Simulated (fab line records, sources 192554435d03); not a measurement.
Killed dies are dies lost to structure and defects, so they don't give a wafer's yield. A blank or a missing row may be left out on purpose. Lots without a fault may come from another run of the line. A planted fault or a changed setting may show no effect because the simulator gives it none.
Chamber matching | flow n5_finfet | N5_BEOL_M12_DESCUM_33 on rie_diel-04: 4 sister chambers
The step chemistry O2, time 7.9 s. 16 wafers are shown with their chamber, then 8 later ones without.

WAFERS WITH THEIR CHAMBER
wafer  | chamber | showerhead_plenum_p_Torr (Torr) | drypump_motor_current_A (A) | throttle_valve_pct (%)
L075.1 | 1       | 2.07                            | 5.4                         | 20.40
L075.5 | 1       | 2.07                            | 5.4                         | 20.40
L075.6 | 0       | 2.13                            | 6.2                         | 20.24
L079.2 | 1       | 2.07                            | 5.4                         | 20.40
L079.4 | 0       | 2.13                            | 6.2                         | 20.25
L079.6 | 3       | 2.02                            | 6.2                         | 20.31
L082.1 | 1       | 2.07                            | 5.4                         | 20.41
L082.3 | 2       | 2.11                            | 5.5                         | 19.99
L082.5 | 2       | 2.11                            | 5.4                         | 20.00
L086.2 | 2       | 2.11                            | 5.4                         | 20.00
L086.5 | 2       | 2.11                            | 5.5                         | 19.99
L086.6 | 0       | 2.12                            | 6.2                         | 20.27
L087.1 | 3       | 2.01                            | 6.1                         | 20.34
L087.4 | 1       | 2.07                            | 5.4                         | 20.09
L087.5 | 0       | 2.12                            | 6.2                         | 20.27
L089.2 | 0       | 2.12                            | 6.2                         | 20.29

SIGNATURES (means of the wafers above)
reading                  | chamber 0 | chamber 1 | chamber 2 | chamber 3 | scatter within a chamber
showerhead_plenum_p_Torr | 2.1240    | 2.0700    | 2.1100    | 2.0150    | 0.00376
drypump_motor_current_A  | 6.200     | 5.400     | 5.450     | 6.150     | 0.0354
throttle_valve_pct       | 20.2640   | 20.3400   | 19.9950   | 20.3250   | 0.0818
Rule: a wafer's distance from a chamber is the root of the sum, over the readings, of the square of ((its reading less the chamber's mean) divided by the reading's scatter). The wafer belongs to the nearest chamber; if the next one is less than 2 further off, it can't be placed. The scatter: the root of (the sum of the squares of (reading less its chamber's mean) over the shown wafers, divided by (wafers less chambers)).

WAFERS WITHOUT THEIR CHAMBER
wafer  | showerhead_plenum_p_Torr (Torr) | drypump_motor_current_A (A) | throttle_valve_pct (%)
L089.4 | 2.01                            | 6.1                         | 20.35
L089.6 | 2.12                            | 6.2                         | 20.28
L091.1 | 2.12                            | 6.2                         | 20.27
L091.2 | 2.10                            | 5.5                         | 20.01
L091.6 | 2.12                            | 6.2                         | 20.29
L094.1 | 2.01                            | 6.2                         | 20.36
L094.2 | 2.06                            | 5.4                         | 20.11
L094.4 | 2.06                            | 5.4                         | 20.12

WHICH CHAMBER EACH WENT THROUGH
wafer  | from the rows above | in truth
L089.4 | 3                   | 3
L089.6 | 0                   | 0
L091.1 | 0                   | 0
L091.2 | 2                   | 2
L091.6 | 0                   | 0
L094.1 | 3                   | 3
L094.2 | 1                   | 1
L094.4 | 1                   | 1
Placed correctly: 8 of 8. Can't be placed from these rows: 0. Placed wrongly: 0.
